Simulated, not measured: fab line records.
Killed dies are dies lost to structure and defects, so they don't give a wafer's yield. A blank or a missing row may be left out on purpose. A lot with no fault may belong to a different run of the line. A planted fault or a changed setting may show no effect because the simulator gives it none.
fab line records ; flow n5_finfet
[record] lots = 6; wafers = 17; last_day = 18
route steps=1938 shown BEOL_M13@1688 PASSIVATION@1936
lots with no fault: from the same line, run without faults
start_h: hours from the record's first day to the start of the lot's first wafer shown ; wait_h: hours from the lot's prior step to this one ; " identical to the entry in the row above ; L1.1+2: one row covering several wafers at once ; - value missing, or start not given ; * or withheld: withheld ; < > ~ a bound
route shown NAME@n: a module of which the file shows steps, and the number in the route of the first ; usual: mean/standard deviation taken from wafers without a fault ; same: alike in all rows ; chamber/n: place in a boat ; sites: readings site by site ; _std_site: the standard deviation of these ; _edge_site: mean of outer sites minus mean of inner sites ; radius_mm: how far each site lies from the wafer's centre ; mask NAME#n: copy n ; behind: the most recent tool/chamber to have shaped the wafer ; hold: cause of the lot's hold/its duration in hours/its outcome ; device: which transistor (n, p or np) failed to switch ; end of line: at the end of the route, the tests of the same wafers ; a step given without rows: its recipe and nothing more ; killed: count of dies lost to structure and defects at first sort (not the wafer's yield) ; map: a wafer's dies, marking killed ones x, the rest . and places with no die _
set.NAME: the setting that was run; set.NAME@STEP: the one run at that earlier step ; model.NAME: the simulator's own value behind a step, which no gauge read
a table for each step, a row for each wafer; lots at some steps of the route
services: when a tool's chamber went out of use (start_h, in hours from the record's first day, below 0 if earlier), for how many hours, and the reason
[[steps]]
[step N5_BEOL_M13_HARDBAKE_32]
[recipe] temp_c = 130; time_s = 120
[step N5_BEOL_M13_CD_MEAS_28]
[recipe] target_cd_nm = 209.5; landing_energy_ev = 500; detector = se_inlens
[usual] cd_nm = 209.4/0.93
lot.wafer;tool;chamber;start_h;wait_h;cd_nm
L167.1;cd_sem-02;0;284.19;-;209.8
L167.3;cd_sem-02;0;284.19;-;210.9
L167.5;cd_sem-02;0;284.19;-;210.8
L166.3;cd_sem-02;0;298.05;-;207.6
L166.4;cd_sem-02;0;298.05;-;207.0
L166.6;cd_sem-02;0;298.05;-;207.1
L175.2;cd_sem-02;0;346.89;-;209.2
L175.6;cd_sem-02;0;346.89;-;209.4
L179.1;cd_sem-01;0;355.98;-;208.7
L179.5;cd_sem-01;0;355.98;-;208.9
L179.6;cd_sem-01;0;355.98;-;208.4
L184.1;cd_sem-01;0;383.58;-;208.4
L184.3;cd_sem-01;0;383.58;-;208.9
L184.4;cd_sem-01;0;383.58;-;208.2
L185.1;cd_sem-03;0;393.19;-;208.9
L185.3;cd_sem-03;0;393.19;-;210.5
L185.4;cd_sem-03;0;393.19;-;209.7
[step N5_BEOL_M13_OVL_MEAS_29]
[recipe] points_per_wafer = 44
[usual] M13_OVL = -3/5.3
[same] points_per_wafer = 44
lot.wafer;tool;chamber;start_h;wait_h;M13_OVL[nm]
L167.1;overlay-01;0;284.22;0.0;-2
L167.3;overlay-01;0;284.22;0.0;-1
L167.5;overlay-01;0;284.22;0.0;-4
L166.3;overlay-01;0;298.09;0.0;-7
L166.4;overlay-01;0;298.09;0.0;3
L166.6;overlay-01;0;298.09;0.0;-1
L175.2;overlay-01;0;346.92;0.0;-9
L175.6;overlay-01;0;346.92;0.0;-7
L179.1;overlay-02;0;356.01;0.0;-3
L179.5;overlay-02;0;356.01;0.0;0
L179.6;overlay-02;0;356.01;0.0;-1
L184.1;overlay-02;0;383.61;0.0;6
L184.3;overlay-02;0;383.61;0.0;4
L184.4;overlay-02;0;383.61;0.0;-2
L185.1;overlay-02;0;393.22;0.0;0
L185.3;overlay-02;0;393.22;0.0;-8
L185.4;overlay-02;0;393.22;0.0;-6
[step N5_BEOL_M13_INSPECT_30]
[recipe] mode = adi; inspect_instrument = macro
[usual] raw_defect_count = 1.8/1.3
lot.wafer;tool;chamber;start_h;wait_h;raw_defect_count
L167.1;defect_inspect-02;-;284.24;0.0;1
L167.3;defect_inspect-02;-;284.24;0.0;1
L167.5;defect_inspect-02;-;284.24;0.0;1
L166.3;defect_inspect-01;-;298.11;0.0;1
L166.4;defect_inspect-01;-;298.11;0.0;3
L166.6;defect_inspect-01;-;298.11;0.0;2
L175.2;defect_inspect-02;-;346.95;0.0;1
L175.6;defect_inspect-02;-;346.95;0.0;0
L179.1;defect_inspect-02;-;356.04;0.0;2
L179.5;defect_inspect-02;-;356.04;0.0;0
L179.6;defect_inspect-02;-;356.04;0.0;5
L184.1;defect_inspect-01;-;383.63;0.0;3
L184.3;defect_inspect-01;-;383.63;0.0;2
L184.4;defect_inspect-01;-;383.63;0.0;2
L185.1;defect_inspect-01;-;393.24;0.0;1
L185.3;defect_inspect-01;-;393.24;0.0;2
L185.4;defect_inspect-01;-;393.24;0.0;3
[step N5_BEOL_M13_DESCUM_33]
[recipe] chemistry = O2; time_s = 7.9; source_power_w = 50; bias_power_w = 20; pressure_mtorr = 20; rf_frequency_hz = 2.712e+07; temp_c = 40; o2_flow_sccm = 225
[usual] drypump_motor_current_A = 5.7/0.62; oes_product_au = 0.80/0.076; rf_vpp_V = 243.3/1.3; showerhead_plenum_p_Torr = 2.10/0.07; throttle_valve_pct = 20.41/0.18
lot.wafer;tool;chamber;start_h;wait_h;drypump_motor_current_A;oes_product_au;rf_hours_counter_h;rf_vpp_V;showerhead_plenum_p_Torr;throttle_valve_pct
L167.1;rie_diel-01;3;284.28;0.0;5.4;0.87;33;241.6;2.05;20.07
L167.3;rie_diel-01;0;284.28;0.0;5.5;0.80;103;243.2;2.11;20.29
L167.5;rie_diel-01;0;284.28;0.0;5.5;0.80;-;244.3;2.11;20.31
L166.3;rie_diel-04;2;298.50;0.4;6.2;0.73;164;242.4;2.02;20.70
L166.4;rie_diel-04;1;298.50;0.4;5.9;0.73;180;245.2;2.17;20.54
L166.6;rie_diel-04;1;298.50;0.4;5.9;0.74;-;245.5;2.17;20.54
L175.2;rie_diel-04;0;347.78;0.8;5.3;0.86;62;246.3;2.22;20.31
L175.6;rie_diel-04;3;347.78;0.8;5.9;0.83;-;243.6;2.12;20.36
L179.1;rie_diel-06;2;356.22;0.2;6.6;0.84;64;242.7;2.12;20.46
L179.5;rie_diel-06;3;356.22;0.2;5.1;1.00;-;246.5;2.23;20.47
L179.6;rie_diel-06;2;356.22;0.2;6.6;0.85;-;244.8;2.11;20.44
L184.1;rie_diel-06;3;383.67;0.0;5.1;0.95;11;244.4;2.23;20.49
L184.3;rie_diel-06;1;383.67;0.0;5.0;0.98;4;241.4;2.06;20.22
L184.4;rie_diel-06;2;383.67;0.0;6.6;0.84;74;243.3;2.11;20.47
L185.1;rie_diel-01;2;393.97;0.7;4.9;0.70;210;243.5;1.99;20.51
L185.3;rie_diel-01;3;393.97;0.7;5.4;0.82;66;241.0;2.04;20.12
L185.4;rie_diel-01;1;393.97;0.7;6.8;0.75;147;243.6;2.10;20.46
[step N5_BEOL_M13_ETCH_67]
[recipe] chemistry = CF4; target = SiARC; target_depth_a = 1430; time_s = 238.3; ion_energy_ev = 80; pressure_mtorr = 40; source_w = 545; bias_w = 36; Ar_flow_sccm = 100; cf4_flow_sccm = 100; ends = cleared
[usual] drypump_motor_current_A = 5.7/0.62; etch_rf_on_time_s = 238/3.5; oes_product_au = 0.68/0.065; rf_vpp_V = 184.1/1.2; showerhead_plenum_p_Torr = 2.15/0.067; throttle_valve_pct = 15.59/0.19
lot.wafer;tool;chamber;start_h;wait_h;drypump_motor_current_A;etch_rf_on_time_s;oes_product_au;rf_hours_counter_h;rf_vpp_V;showerhead_plenum_p_Torr;throttle_valve_pct
L167.1;rie_diel-01;3;284.31;0.0;5.3;232;0.74;33;184.4;2.10;15.27
L167.3;rie_diel-01;0;284.31;0.0;5.4;238;0.68;103;184.6;2.16;15.52
L167.5;rie_diel-01;0;284.31;0.0;5.4;239;0.68;-;183.1;2.16;15.53
L166.3;rie_diel-04;2;298.53;0.0;6.2;240;0.63;164;182.0;2.07;15.84
L166.4;rie_diel-04;1;298.53;0.0;5.9;235;0.63;180;184.0;2.22;15.77
L166.6;rie_diel-04;1;298.53;0.0;5.9;235;0.63;-;185.2;2.22;15.76
L175.2;rie_diel-04;0;347.81;0.0;5.4;237;0.74;62;186.4;2.26;15.41
L175.6;rie_diel-04;3;347.81;0.0;5.8;238;0.70;-;184.4;2.17;15.45
L179.1;rie_diel-06;2;356.25;0.0;6.6;232;0.73;64;186.1;2.17;15.64
L179.5;rie_diel-06;3;356.25;0.0;5.1;233;0.85;-;186.3;2.27;15.56
L179.6;rie_diel-06;2;356.25;0.0;6.6;232;0.74;-;184.1;2.17;15.64
L184.1;rie_diel-06;3;383.70;0.0;5.1;233;0.80;11;185.1;2.27;15.57
L184.3;rie_diel-06;1;383.70;0.0;5.0;234;0.85;4;182.7;2.10;15.27
L184.4;rie_diel-06;2;383.70;0.0;6.6;232;0.71;74;184.4;2.17;15.68
L185.1;rie_diel-01;2;394.00;0.0;4.9;240;0.60;210;181.6;2.04;15.77
L185.3;rie_diel-01;3;394.00;0.0;5.4;234;0.70;66;182.8;2.09;15.31
L185.4;rie_diel-01;1;394.00;0.0;6.8;238;0.64;147;184.4;2.14;15.62
[step N5_BEOL_M13_ETCH_68]
[recipe] chemistry = N2/H2; target = SOC; mask_material = SiARC; source_w = 3000; bias_w = 350; temp_c = 40; time_s = 355; ion_energy_ev = 200; pressure_mtorr = 30; n2_flow_sccm = 200; h2_flow_sccm = 200
[usual] drypump_motor_current_A = 5.7/0.63; oes_product_au = 0.80/0.076; rf_vpp_V = 524.0/2.5; showerhead_plenum_p_Torr = 2.54/0.087; throttle_valve_pct = 17.77/0.19
lot.wafer;tool;chamber;start_h;wait_h;drypump_motor_current_A;oes_product_au;rf_hours_counter_h;rf_vpp_V;showerhead_plenum_p_Torr;throttle_valve_pct
L167.1;rie_diel-01;3;284.46;0.1;5.4;0.86;33;520.8;2.48;17.39
L167.3;rie_diel-01;0;284.46;0.1;5.5;0.80;104;525.3;2.57;17.68
L167.5;rie_diel-01;0;284.46;0.1;5.4;0.80;-;525.6;2.57;17.67
L166.3;rie_diel-04;2;298.68;0.1;6.2;0.74;164;521.4;2.43;18.04
L166.4;rie_diel-04;1;298.68;0.1;5.9;0.74;180;526.2;2.64;17.90
L166.6;rie_diel-04;1;298.68;0.1;5.9;0.74;-;526.6;2.64;17.89
L175.2;rie_diel-04;0;347.96;0.1;5.3;0.87;63;526.7;2.69;17.59
L175.6;rie_diel-04;3;347.96;0.1;5.9;0.84;-;525.0;2.57;17.64
L179.1;rie_diel-06;2;356.40;0.1;6.6;0.84;64;526.0;2.58;17.87
L179.5;rie_diel-06;3;356.40;0.1;5.1;1.00;-;528.7;2.72;17.79
L179.6;rie_diel-06;2;356.40;0.1;6.6;0.84;-;526.0;2.58;17.88
L184.1;rie_diel-06;3;383.85;0.1;5.1;0.96;11;528.3;2.71;17.82
L184.3;rie_diel-06;1;383.85;0.1;4.9;0.98;4;522.0;2.50;17.44
L184.4;rie_diel-06;2;383.85;0.1;6.6;0.84;74;524.4;2.57;17.89
L185.1;rie_diel-01;2;394.15;0.1;4.8;0.70;210;522.0;2.42;17.91
L185.3;rie_diel-01;3;394.15;0.1;5.4;0.82;66;521.2;2.47;17.46
L185.4;rie_diel-01;1;394.15;0.1;6.8;0.74;147;523.6;2.54;17.81
[step N5_BEOL_M13_STRIP_69]
[recipe] chemistry = N2/H2; temp_c = 40; n2_flow_sccm = 200; h2_flow_sccm = 200; rf_frequency_hz = 6e+07
[step N5_BEOL_M13_TRENCH_ETCH_34]
[recipe] chemistry = C4F8/O2/Ar; target = SiOC; target_depth_a = 4134.7; mask_material = SOC; pressure_mtorr = 30; source_w = 3000; bias_w = 700; Ar_flow_sccm = 400; C4F8_flow_sccm = 15; O2_flow_sccm = 8; he_inner_torr = 15; he_outer_torr = 30; time_s = 162.6; ion_energy_ev = 250
[usual] drypump_motor_current_A = 5.8/0.63; he_inner_torr = 15.00/0.03; oes_product_au = 0.80/0.076; rf_vpp_V = 665/3.1; showerhead_plenum_p_Torr = 3.42/0.1; throttle_valve_pct = 24.20/0.17
lot.wafer;tool;chamber;start_h;wait_h;drypump_motor_current_A;he_inner_torr;oes_product_au;rf_hours_counter_h;rf_vpp_V;showerhead_plenum_p_Torr;throttle_valve_pct
L167.1;rie_diel-01;3;284.68;0.0;5.4;15.01;0.87;33;662;3.36;23.92
L167.3;rie_diel-01;0;284.68;0.0;5.4;15.08;0.79;104;666;3.45;24.08
L167.5;rie_diel-01;0;284.68;0.0;5.4;15.04;0.80;-;666;3.45;24.08
L166.3;rie_diel-04;2;298.90;0.0;6.2;14.99;0.74;164;662;3.29;24.42
L166.4;rie_diel-04;1;298.90;0.0;5.9;14.95;0.74;180;669;3.54;24.34
L166.6;rie_diel-04;1;298.90;0.0;5.9;15.00;0.74;-;668;3.54;24.34
L175.2;rie_diel-04;0;348.18;0.0;5.3;14.97;0.86;63;670;3.60;24.05
L175.6;rie_diel-04;3;348.18;0.0;5.9;15.01;0.83;-;667;3.45;24.03
L179.1;rie_diel-06;2;356.62;0.0;6.6;15.04;0.84;64;667;3.47;24.33
L179.5;rie_diel-06;3;356.62;0.0;5.1;15.03;1.00;-;671;3.63;24.29
L179.6;rie_diel-06;2;356.62;0.0;6.6;14.98;0.85;-;667;3.47;24.34
L184.1;rie_diel-06;3;384.07;0.0;5.1;15.00;0.95;12;671;3.62;24.32
L184.3;rie_diel-06;1;384.07;0.0;4.9;14.98;0.98;4;664;3.36;23.94
L184.4;rie_diel-06;2;384.07;0.0;6.6;15.03;0.83;75;667;3.46;24.34
L185.1;rie_diel-01;2;394.37;0.0;4.9;15.04;0.69;210;660;3.27;24.33
L185.3;rie_diel-01;3;394.37;0.0;5.4;14.98;0.81;66;663;3.34;23.96
L185.4;rie_diel-01;1;394.37;0.0;6.8;15.03;0.74;147;665;3.43;24.21
[step N5_BEOL_M13_STRIP_70]
[recipe] chemistry = C4F8/O2/Ar; resist = SiARC; rf_frequency_hz = 6e+07
[step N5_BEOL_M13_OCD_MEAS_35]
[usual] trench_depth_nm = 415/6.2
lot.wafer;tool;chamber;start_h;wait_h;trench_depth_nm
L167.1;ocd-01;-;284.86;0.0;422
L167.3;ocd-01;-;284.86;0.0;414
L167.5;ocd-01;-;284.86;0.0;420
L166.3;ocd-02;-;299.08;0.0;410
L166.4;ocd-02;-;299.08;0.0;415
L166.6;ocd-02;-;299.08;0.0;419
L175.2;ocd-02;-;348.36;0.0;416
L175.6;ocd-02;-;348.36;0.0;411
L179.1;ocd-01;-;356.79;0.0;420
L179.5;ocd-01;-;356.79;0.0;426
L179.6;ocd-01;-;356.79;0.0;418
L184.1;ocd-02;-;384.24;0.0;425
L184.3;ocd-02;-;384.24;0.0;422
L184.4;ocd-02;-;384.24;0.0;419
L185.1;ocd-02;-;394.55;0.0;402
L185.3;ocd-02;-;394.55;0.0;414
L185.4;ocd-02;-;394.55;0.0;404
[step N5_BEOL_M13_STRIP_37]
[recipe] chemistry = N2/H2; power_w = 1000; temp_c = 250; h2_frac = 0.65; overash_fraction = 0.3; pressure_mtorr = withheld; n2_flow_sccm = 1750; h2_flow_sccm = 3250
[usual] drypump_motor_current_A = 5.6/0.52; heater_power_w = 334/26; oes_product_au = 0.783/0.01
[same] overash_fraction = 0.3
lot.wafer;tool;chamber;start_h;wait_h;drypump_motor_current_A;heater_power_w;oes_product_au;rf_hours_counter_h
L167.1;plasma_asher-01;0;284.89;0.0;5.6;346;0.771;137
L167.3;plasma_asher-01;0;284.89;0.0;5.6;370;0.799;-
L167.5;plasma_asher-01;1;284.89;0.0;4.8;291;0.790;-
L166.3;plasma_asher-02;0;299.13;0.1;6.1;346;0.769;-
L166.4;plasma_asher-02;1;299.13;0.1;5.9;334;0.789;-
L166.6;plasma_asher-02;0;299.13;0.1;6.1;343;0.760;-
L175.2;plasma_asher-02;1;348.46;0.1;5.9;333;0.769;81
L175.6;plasma_asher-02;0;348.46;0.1;6.1;336;0.785;-
L179.1;plasma_asher-01;0;356.83;0.0;5.7;356;0.774;152
L179.5;plasma_asher-01;1;356.83;0.0;4.7;292;0.778;-
L179.6;plasma_asher-01;0;356.83;0.0;5.7;363;0.770;-
L184.1;plasma_asher-02;1;384.28;0.0;6.0;328;0.789;89
L184.3;plasma_asher-02;0;384.28;0.0;6.1;343;0.786;-
L184.4;plasma_asher-02;1;384.28;0.0;6.0;333;0.765;-
L185.1;plasma_asher-01;0;394.59;0.0;5.6;362;0.796;159
L185.3;plasma_asher-01;1;394.59;0.0;4.8;296;0.793;-
L185.4;plasma_asher-01;0;394.59;0.0;5.7;370;0.786;-
[step N5_BEOL_M13_ETCH_38]
[recipe] chemistry = CF4/N2; target = SiCN; target_depth_a = 675; taper_deg = 2; time_s = 71.9; ion_energy_ev = 150; mask_material = SiO2; pressure_mtorr = 40; source_w = 430; bias_w = 70; Ar_flow_sccm = 100; cf4_flow_sccm = 60; n2_flow_sccm = 60
[usual] drypump_motor_current_A = 5.7/0.6; oes_product_au = 0.80/0.068; rf_vpp_V = 382.3/1.9; showerhead_plenum_p_Torr = 2.21/0.073; throttle_valve_pct = 15.41/0.18
lot.wafer;tool;chamber;start_h;wait_h;drypump_motor_current_A;oes_product_au;rf_hours_counter_h;rf_vpp_V;showerhead_plenum_p_Torr;throttle_valve_pct;model.etch.depth_nm
L167.1;rie_diel-01;0;285.77;-;5.4;0.80;104;383.2;2.23;15.35;57.34
L167.3;rie_diel-01;2;285.77;-;4.8;0.73;175;379.0;2.11;15.54;57.23
L167.5;rie_diel-01;0;285.77;-;5.4;0.80;-;382.5;2.23;15.34;57.39
L166.3;rie_diel-04;2;302.11;-;6.2;0.75;165;378.8;2.12;15.64;57.17
L166.4;rie_diel-04;3;302.11;-;5.9;0.85;62;384.7;2.23;15.27;58.2
L166.6;rie_diel-04;0;302.11;-;5.4;0.89;-;386.2;2.33;15.23;58.2
L175.2;rie_diel-01;2;351.89;-;4.9;0.71;196;380.3;2.11;15.57;56.42
L175.6;rie_diel-01;3;351.89;-;5.4;0.99;-;382.6;2.15;15.12;75.97
L179.1;rie_diel-01;1;357.45;-;6.8;0.91;136;383.3;2.21;15.44;75.11
L179.5;rie_diel-01;1;357.45;-;6.8;0.76;-;382.4;2.21;15.43;57.2
L179.6;rie_diel-01;2;357.45;-;4.9;0.86;-;377.8;2.11;15.59;75
L184.1;rie_diel-04;0;387.00;-;5.3;0.86;74;384.9;2.33;15.28;57.91
L184.3;rie_diel-04;1;387.00;-;5.9;0.72;207;384.7;2.28;15.65;58.12
L184.4;rie_diel-04;3;387.00;-;5.8;0.82;86;382.0;2.23;15.31;57.49
L185.1;rie_diel-06;1;394.89;-;5.0;0.96;7;381.7;2.17;15.11;57.61
L185.3;rie_diel-06;3;394.89;-;5.1;0.93;14;385.5;2.34;15.43;57.91
L185.4;rie_diel-06;0;394.89;-;6.3;0.81;98;382.7;2.23;15.31;58.11
[step N5_BEOL_M13_PRECLEAN_39]
[recipe] chemistry = residue_remover; time_s = 60; temp_c = 40
[step N5_PASSIVATION_PROBE_49]
[usual] defect_limited_yield = 91.5/1.3; killed_at_M0_to_M3 = 33/10; killed_at_M4_up = 13/4; killed_at_contacts = 12/6.3; killed_at_front_end = 39/11; killed_at_other = 3.4/2.6; killed_dies = 100/15; killed_open = 65/11; killed_short = 34/7.8; sort_bin_5_function = 5.0/0.89; sort_bin_6_memory = 3.2/0.58; sort_n_pass = 1080/15; sort_yield_pct = 91.5/1.3
[same] gross_dies = 1180; killed_at_back_side = 0; sort_bin_4_leakage[%] = 0; sort_bin_8_speed[%] = 0
lot.wafer;tool;chamber;start_h;wait_h;defect_limited_yield[%];killed_at_M0_to_M3;killed_at_M4_up;killed_at_contacts;killed_at_front_end;killed_at_other;killed_dies;killed_open;killed_short;sort_bin_5_function[%];sort_bin_6_memory[%];sort_n_pass;sort_yield_pct[%]
L167.1;prober-01;-;312.83;0.0;93.9;19;11;7;32;3;72;43;28;3.4;2.5;1108;93.9
L167.3;prober-01;-;312.93;0.1;91.8;32;21;8;33;3;97;52;36;5.0;2.4;1083;91.8
L167.5;prober-01;-;313.03;0.2;92.6;14;17;12;39;5;87;58;24;4.3;2.5;1093;92.6
L166.3;prober-02;-;335.49;0.1;93.7;27;8;11;26;2;74;54;20;3.9;2.3;1106;93.7
L166.4;prober-02;-;335.54;0.2;92.8;38;11;9;26;1;85;48;37;3.9;3.1;1095;92.8
L166.6;prober-02;-;335.64;0.3;92.7;39;5;17;23;2;86;58;28;4.7;2.5;1094;92.7
L175.2;prober-02;-;382.09;0.1;91.0;28;9;17;47;5;106;65;41;4.7;3.9;1074;91.0
L175.6;prober-02;-;382.29;0.3;87.3;71;15;26;38;0;150;84;65;7.6;4.5;1030;87.3
L184.1;prober-01;-;418.76;0.0;91.7;36;23;6;30;3;98;57;39;4.4;3.7;1082;91.7
L184.3;prober-01;-;418.86;0.1;89.7;33;18;1;69;0;121;68;48;5.7;4.2;1059;89.7
L184.4;prober-01;-;418.91;0.2;91.2;22;24;12;46;0;104;71;33;4.6;3.7;1076;91.2
L185.1;prober-02;-;423.81;0.0;92.4;34;12;13;29;2;90;55;33;4.8;2.5;1090;92.4
L185.3;prober-02;-;423.91;0.1;91.7;35;15;7;39;2;98;62;35;5.1;2.6;1082;91.7
L185.4;prober-02;-;423.96;0.2;91.7;30;11;15;38;4;98;65;32;4.8;3.1;1082;91.7
// killed by level:class
L167.1 GATE_CUT:geometric_particle:short=8 BEOL_M2:geometric_particle:open=6 BEOL_M4:geometric_particle:open=6 STI_FIN_REVEAL:geometric_particle:open=5 MOL_CONTACT_COAG:geometric_particle:open=5 DUMMY_GATE:geometric_particle:open=4 FIN_SAQP:geometric_particle:short=3 FIN_SAQP:geometric_particle:open=3
L167.3 BEOL_M1:geometric_particle:open=10 FIN_SAQP:geometric_particle:short=9 MOL_CONTACT_COAG:geometric_particle:open=7 BEOL_M0_SAQP:geometric_particle:short=7 BEOL_M4:geometric_particle:open=7 BEOL_M5:geometric_particle:open=6 BEOL_M2:geometric_particle:open=5 SDB:coat_microbubble_printed=5
L167.5 BEOL_M4:geometric_particle:open=12 FIN_SAQP:geometric_particle:open=10 MOL_CONTACT_COAG:geometric_particle:open=10 FIN_SAQP:geometric_particle:short=6 BEOL_M1:geometric_particle:open=5 STARTING-WAFER:geometric_particle:open=5 HKMG_FIN:area_etch=4 STI_FIN_REVEAL:geometric_particle:open=3
L166.3 MOL_CONTACT_COAG:geometric_particle:open=9 BEOL_M2:geometric_particle:open=7 DUMMY_GATE:geometric_particle:open=6 BEOL_M3:geometric_particle:open=5 FIN_SAQP:geometric_particle:open=4 BEOL_M0_SAQP:geometric_particle:open=4 STI_FIN_REVEAL:geometric_particle:open=3 GATE_CUT:geometric_particle:short=3
L166.4 BEOL_M0_SAQP:geometric_particle:short=11 BEOL_M2:geometric_particle:open=7 MOL_CONTACT_COAG:geometric_particle:open=6 STI_FIN_REVEAL:geometric_particle:open=5 BEOL_M0:geometric_particle:open=5 BEOL_M3:geometric_particle:open=5 FIN_SAQP:geometric_particle:short=4 BEOL_M0_SAQP:geometric_particle:open=4
L166.6 MOL_CONTACT_COAG:geometric_particle:open=12 BEOL_M0_SAQP:geometric_particle:short=9 BEOL_M2:geometric_particle:open=8 FIN_SAQP:geometric_particle:open=7 BEOL_M1:geometric_particle:open=7 BEOL_M0:geometric_particle:open=6 MOL_CONTACT_COAG:geometric_particle:short=5 BEOL_M2:geometric_particle:short=4
L175.2 FIN_SAQP:geometric_particle:open=15 MOL_CONTACT_COAG:geometric_particle:open=11 FIN_SAQP:geometric_particle:short=9 BEOL_M3:geometric_particle:open=7 MOL_CONTACT_COAG:geometric_particle:short=6 BEOL_M1:geometric_particle:open=6 BEOL_M0_SAQP:geometric_particle:open=5 BEOL_M0_SAQP:geometric_particle:short=4
L175.6 BEOL_M0_SAQP:geometric_particle:short=20 MOL_CONTACT_COAG:geometric_particle:open=19 FIN_SAQP:geometric_particle:short=12 BEOL_M0_SAQP:geometric_particle:open=11 BEOL_M2:geometric_particle:open=10 BEOL_M3:geometric_particle:open=10 BEOL_M1:geometric_particle:open=10 MOL_CONTACT_COAG:geometric_particle:short=7
L184.1 BEOL_M4:geometric_particle:open=13 BEOL_M0_SAQP:geometric_particle:short=9 BEOL_M2:geometric_particle:open=9 FIN_SAQP:geometric_particle:open=7 DUMMY_GATE:geometric_particle:open=7 BEOL_M1:geometric_particle:open=6 FIN_SAQP:geometric_particle:short=4 BEOL_M4:geometric_particle:short=4
L184.3 FIN_SAQP:geometric_particle:open=20 BEOL_M0_SAQP:geometric_particle:short=13 BEOL_M4:geometric_particle:open=10 GATE_CUT:geometric_particle:short=10 FIN_SAQP:geometric_particle:short=7 ILD0:geometric_particle:open=6 BEOL_M2:geometric_particle:open=6 ILD0:geometric_particle:short=5
L184.4 FIN_SAQP:geometric_particle:open=18 BEOL_M4:geometric_particle:open=15 MOL_CONTACT_COAG:geometric_particle:open=12 GATE_CUT:geometric_particle:short=8 FIN_SAQP:geometric_particle:short=7 DUMMY_GATE:geometric_particle:open=4 BEOL_M2:geometric_particle:open=4 BEOL_M4:geometric_particle:short=4
L185.1 MOL_CONTACT_COAG:geometric_particle:open=10 BEOL_M3:geometric_particle:open=10 BEOL_M5:geometric_particle:open=8 BEOL_M0_SAQP:geometric_particle:short=7 BEOL_M0_SAQP:geometric_particle:open=6 FIN_SAQP:geometric_particle:short=5 FIN_SAQP:geometric_particle:open=5 BEOL_M1:geometric_particle:short=4
L185.3 FIN_SAQP:geometric_particle:short=13 DUMMY_GATE:geometric_particle:open=8 FIN_SAQP:geometric_particle:open=7 BEOL_M0_SAQP:geometric_particle:open=7 BEOL_M0_SAQP:geometric_particle:short=7 BEOL_M2:geometric_particle:open=7 MOL_CONTACT_COAG:geometric_particle:open=5 BEOL_M3:geometric_particle:open=5
L185.4 MOL_CONTACT_COAG:geometric_particle:open=14 STI_FIN_REVEAL:geometric_particle:open=9 DUMMY_GATE:geometric_particle:open=7 GATE_CUT:geometric_particle:short=7 BEOL_M0_SAQP:geometric_particle:open=7 BEOL_M0_SAQP:geometric_particle:short=6 BEOL_M0:geometric_particle:open=4 BEOL_M1:geometric_particle:open=4
[[services]]
tool;chamber;start_h;hours;kind
rie_diel-01;3;261.33;9.2;repair
rie_diel-01;-;326.60;0.4;repair
plasma_asher-02;-;329.02;2.8;pm
rie_diel-06;3;333.41;3.6;repair
rie_diel-06;3;337.04;-;clean
rie_diel-06;3;337.04;-;consumable_replace:focus_ring
rie_diel-06;3;337.04;-;consumable_replace:showerhead
rie_diel-06;3;337.04;15.9;scheduled_down
rie_diel-06;3;337.04;15.9;vent_cycle
rie_diel-01;-;344.99;2.8;pm
rie_diel-06;1;353.26;-;clean
rie_diel-06;1;353.26;-;consumable_replace:focus_ring
rie_diel-06;1;353.26;20.5;scheduled_down
rie_diel-06;1;353.26;20.5;vent_cycle
rie_diel-01;1;375.05;1.9;repair
rie_diel-06;3;387.37;2.9;repair
[[key]]
first_sign none at tools or gauges
[model_effect] step = N5_BEOL_M13_ETCH_38; value = etch.depth_nm; without = 57.25; struck = 75.36
met_at N5_BEOL_M13_ETCH_38
struck_wafers L175.6,L179.1,L179.6
onset_between 285.77 351.89
[fault] kind = process_parameter_drift; tool = rie_diel-01; chamber = -; onset_h = 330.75; steps = N5_BEOL_M13_ETCH_38; channel = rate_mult; offset = 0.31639; shape = step; end_h = 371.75; scope = struck_wafers_only
